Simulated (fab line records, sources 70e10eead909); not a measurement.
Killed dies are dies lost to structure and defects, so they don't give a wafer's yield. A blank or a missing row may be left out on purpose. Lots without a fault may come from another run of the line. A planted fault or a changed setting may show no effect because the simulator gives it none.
Which tool did it? | flow nand_harc | 12 lots, 36 wafers sampled, at 6 steps of a route of 1159

WHAT THE GAUGES READ, wafer by wafer
NHARC_A_M0_OVL_MEAS_10: pitch 160 nm. Usual: overlay_x_nm 0.1 nm, standard deviation 0.81; overlay_y_nm -0.2 nm, standard deviation 0.71.
lot  | measured     | on         | overlay_x_nm (nm) | overlay_y_nm (nm) | flag
L109 | day 17 06:27 | overlay-01 | 0.0 -0.5 -0.1     | -1.1 -1.1 -1.1    |
L110 | day 17 12:15 | overlay-01 | 0.2 1.0 0.5       | -1.3 -1.1 -1.1    |
L114 | day 18 12:24 | overlay-01 | 1.4 0.9 0.7       | -0.1 0.7 0.2      |
L116 | day 19 21:01 | overlay-02 | -0.6 -0.3 -0.1    | -0.9 -1.0 -1.0    |
L117 | day 20 00:23 | overlay-02 | 0.6 1.1 -0.1      | 0.4 0.3 0.5       |
L119 | day 20 00:40 | overlay-01 | 1.0 1.4 0.5       | -0.2 -0.1 0.1     |
L121 | day 20 15:20 | overlay-02 | 0.5 0.5 1.1       | -1.0 -1.6 -1.1    |
L122 | day 20 21:47 | overlay-02 | -0.5 -0.9 -1.1    | -0.1 0.0 -0.3     |
L125 | day 21 09:46 | overlay-02 | -0.4 -0.8 -0.1    | 1.6 1.2 1.2       |
L126 | day 21 18:21 | overlay-01 | 0.6 0.2 0.3       | 0.0 0.0 -0.5      |
L127 | day 22 06:34 | overlay-02 | 0.1 0.7 0.4       | -1.3 -1.0 -0.3    |
L132 | day 23 06:01 | overlay-01 | 0.3 0.6 0.4       | 0.3 -0.3 0.0      |

NHARC_A_M1_CD_MEAS_09: target cd 120 nm. Usual: cd_nm 119.8 nm, standard deviation 0.7.
lot  | measured     | on        | cd_nm (nm)        | flag
L109 | day 17 10:26 | cd_sem-01 | 119.5 120.6 120.3 |
L110 | day 17 16:30 | cd_sem-01 | 121.0 119.9 121.1 |
L114 | day 18 16:28 | cd_sem-03 | 119.4 120.5 120.5 |
L116 | day 20 02:02 | cd_sem-02 | 119.2 119.5 120.6 |
L117 | day 20 04:28 | cd_sem-01 | 120.8 120.2 120.9 |
L119 | day 20 04:41 | cd_sem-03 | 119.8 120.2 119.2 |
L121 | day 20 19:35 | cd_sem-03 | 119.4 120.9 119.1 |
L122 | day 21 04:00 | cd_sem-01 | 119.5 120.3 121.4 |
L125 | day 21 13:51 | cd_sem-03 | 117.1 116.8 117.4 | OFF
L126 | day 21 22:26 | cd_sem-03 | 116.7 117.3 118.7 | OFF
L127 | day 22 10:36 | cd_sem-03 | 120.5 121.1 119.8 |
L132 | day 23 09:52 | cd_sem-02 | 118.4 118.6 118.7 |

NHARC_END_SORT_01. Usual: defect_limited_yield 95.4 %, standard deviation 1.5; killed_at_array 27, standard deviation 9.9; killed_at_other 0.6, standard deviation 0.84; killed_at_periphery 3.7, standard deviation 2.5; killed_dies 31, standard deviation 9.9; killed_open 3.0, standard deviation 1.6; killed_short 1.9, standard deviation 1.2; sort_bin_2_pct 1.5 %, standard deviation 0.6; sort_bin_3_pct 0.26 %, standard deviation 0.21; sort_bin_4_pct 2.9 %, standard deviation 0.98; sort_n_pass 646, standard deviation 9.9; sort_rim_yield_pct 96.3 %, standard deviation 2.4; sort_yield_pct 95.4 %, standard deviation 1.5.
lot  | measured     | on        | defect_limited_yield (%) | killed_at_array | killed_at_other | killed_at_periphery | killed_dies | killed_open | killed_short | sort_bin_2_pct (%) | sort_bin_3_pct (%) | sort_bin_4_pct (%) | sort_n_pass | sort_rim_yield_pct (%) | sort_yield_pct (%) | flag
L116 | day 21 21:22 | prober-02 | 96.9 96.9 96.2           | 20 19 23        | 0 1 2           | 1 1 1               | 21 21 26    | 1 3 4       | 1 3 0        | 1.3 0.7 1.0        | 0 0.59 0.30        | 1.8 1.8 2.5        | 656 656 651 | 100.0 96.2 97.2        | 96.9 96.9 96.2     |
L117 | day 21 13:40 | prober-02 | 96.9 95.1 97.2           | 20 27 16        | 0 2 1           | 1 4 2               | 21 33 19    | 2 2 3       | 3 2 3        | 1.3 2.1 1.2        | 0 0.30 0.15        | 1.8 2.5 1.5        | 656 644 658 | 99.1 97.2 91.5         | 96.9 95.1 97.2     |
L119 | day 21 13:38 | prober-01 | 94.1 95.6 95.3           | 37 25 30        | 0 0 0           | 3 5 2               | 40 30 32    | 4 3 4       | 3 4 3        | 2.2 1.2 2.1        | 0.30 0.15 0.30     | 3.4 3.1 2.4        | 637 647 645 | 96.2 93.4 92.5         | 94.1 95.6 95.3     |
L121 | day 22 07:55 | prober-01 | 92.9 95.3 91.4           | 46 25 53        | 0 1 0           | 2 6 5               | 48 32 58    | 3 5 4       | 1 3 6        | 2.7 1.6 2.7        | 0.15 0.15 0.59     | 4.3 3.0 5.3        | 629 645 619 | 99.1 95.3 95.3         | 92.9 95.3 91.4     |

WHICH TOOL RAN EACH LOT (tool, then ch and the chambers of the sampled wafers, then the start)
lot  | NHARC_A_M0_PRE_CLEAN_29                 | NHARC_A_M0_ANNEAL_30             | NHARC_A_M1_SOFTBAKE_04
L109 | pvd_sputter-03, day 17 08:19 or earlier | rtp_anneal-01 ch 0, day 17 08:19 | litho_track-06 ch 0, day 17 10:00
L110 | pvd_sputter-01, day 17 14:10 or earlier | rtp_anneal-02 ch 0, day 17 14:10 | litho_track-04 ch 0, day 17 16:00
L114 | pvd_sputter-02, day 18 14:15 or earlier | rtp_anneal-01 ch 0, day 18 14:15 | litho_track-06 ch 0, day 18 16:00
L116 | pvd_sputter-02, day 19 23:49 or earlier | rtp_anneal-01 ch 0, day 19 23:49 | litho_track-01 ch 0, day 20 01:00
L117 | pvd_sputter-02, day 20 02:08 or earlier | rtp_anneal-02 ch 0, day 20 02:08 | litho_track-04 ch 0, day 20 04:00
L119 | pvd_sputter-01, day 20 02:26 or earlier | rtp_anneal-01 ch 0, day 20 02:26 | litho_track-04 ch 0, day 20 04:00
L121 | pvd_sputter-03, day 20 17:10 or earlier | rtp_anneal-02 ch 0, day 20 17:10 | litho_track-06 ch 0, day 20 19:00
L122 | pvd_sputter-01, day 20 23:34 or earlier | rtp_anneal-02 ch 0, day 20 23:34 | litho_track-06 ch 0, day 21 03:00
L125 | pvd_sputter-03, day 21 11:37 or earlier | rtp_anneal-02 ch 0, day 21 11:37 | litho_track-06 ch 0, day 21 13:00
L126 | pvd_sputter-01, day 21 20:19 or earlier | rtp_anneal-02 ch 0, day 21 20:19 | litho_track-06 ch 0, day 21 22:00
L127 | pvd_sputter-01, day 22 08:26 or earlier | rtp_anneal-02 ch 0, day 22 08:26 | litho_track-01 ch 0, day 22 10:00
L132 | pvd_sputter-01, day 23 07:52 or earlier | rtp_anneal-02 ch 0, day 23 07:52 | litho_track-01 ch 0, day 23 09:00
- NHARC_A_M0_PRE_CLEAN_29: time 30 s.
- NHARC_A_M0_ANNEAL_30: time 90 s.
- NHARC_A_M1_SOFTBAKE_04: time 55 s.

WHAT THE TOOLS THEMSELVES READ (means of the sampled wafers that have a number; where no wafer has one, the mark that the record gives instead)
NHARC_A_M0_PRE_CLEAN_29. Usual: heater_power_w 420 W, standard deviation 39.
lot  | tool           | heater_power_w (W) | flag
L109 | pvd_sputter-03 | 442                |
L110 | pvd_sputter-01 | 428                |
L114 | pvd_sputter-02 | 431                |
L116 | pvd_sputter-02 | 430                |
L117 | pvd_sputter-02 | 405                |
L119 | pvd_sputter-01 | 426                |
L121 | pvd_sputter-03 | 420                |
L122 | pvd_sputter-01 | 400                |
L125 | pvd_sputter-03 | 419                |
L126 | pvd_sputter-01 | 398                |
L127 | pvd_sputter-01 | 400                |
L132 | pvd_sputter-01 | 406                |

NHARC_A_M0_ANNEAL_30. Usual: wafer_temp_C_max 225.91, standard deviation 0.24.
lot  | tool          | wafer_temp_C_max | flag
L109 | rtp_anneal-01 | 225.93           |
L110 | rtp_anneal-02 | 225.99           |
L114 | rtp_anneal-01 | 225.65           |
L116 | rtp_anneal-01 | 225.83           |
L117 | rtp_anneal-02 | 225.92           |
L119 | rtp_anneal-01 | 226.15           |
L121 | rtp_anneal-02 | 225.84           |
L122 | rtp_anneal-02 | 225.80           |
L125 | rtp_anneal-02 | 226.22           |
L126 | rtp_anneal-02 | 225.98           |
L127 | rtp_anneal-02 | 226.02           |
L132 | rtp_anneal-02 | 226.04           |

NHARC_A_M1_SOFTBAKE_04. Usual: heater_power_total_W 188.46 W, standard deviation 0.14.
lot  | tool           | heater_power_total_W (W) | flag
L109 | litho_track-06 | 188.35                   |
L110 | litho_track-04 | 188.42                   |
L114 | litho_track-06 | 188.46                   |
L116 | litho_track-01 | 188.54                   |
L117 | litho_track-04 | 188.58                   |
L119 | litho_track-04 | 188.47                   |
L121 | litho_track-06 | 188.44                   |
L122 | litho_track-06 | 188.48                   |
L125 | litho_track-06 | 227.47                   | OFF
L126 | litho_track-06 | 226.90                   | OFF
L127 | litho_track-01 | 188.40                   |
L132 | litho_track-01 | 188.36                   |

THE ANSWER, worked out from the rows above alone
Rule: a lot is off if the mean of its wafers that have a number lies more than 3 standard deviations from the usual mean. A lot without any number at a reading at which 4 lots or more have one is off too. The other lots that the step has rows for count as sound. The gauges are gone through in route order, then the tools' own readings, and for those a lot's mean is taken as printed above. The first step at which some lot is off is used, and at that step the reading that is off furthest; a lot without a number counts as furthest.
Off: L125, L126, at NHARC_A_M1_CD_MEAS_09 (cd_nm).
A tool fits if, at a process step before that reading, it ran every lot that is off, and no sound lot after the first of them. The gauges at NHARC_A_M1_CD_MEAS_09 aren't tried: what is off there is off at NHARC_A_M1_SOFTBAKE_04 too, on other tools, and a gauge's error can't cause that. NHARC_A_M0_PRE_CLEAN_29 gives no start for some lots, so the hours and the order of its lots are those of NHARC_A_M0_ANNEAL_30. One fits: litho_track-06 at NHARC_A_M1_SOFTBAKE_04. Its last sound lot is L122 (day 21 03:00), its first lot that is off L125 (day 21 13:00): a fault that began between those two fits.
The tool's own readings at NHARC_A_M1_SOFTBAKE_04 bear it out: on the lots that are off they differ by more than 5 times the standard deviation of the sound lots' means. heater_power_total_W reads 227.19 W there against 188.45 W on the sound lots.

WHAT THE SIMULATOR HAD PUT IN
Process parameter drift: litho_track-06, from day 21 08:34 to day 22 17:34, at NHARC_A_M1_SOFTBAKE_04. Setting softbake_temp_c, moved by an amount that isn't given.
Lots struck among those shown: L125, L126. The rule above found the same.
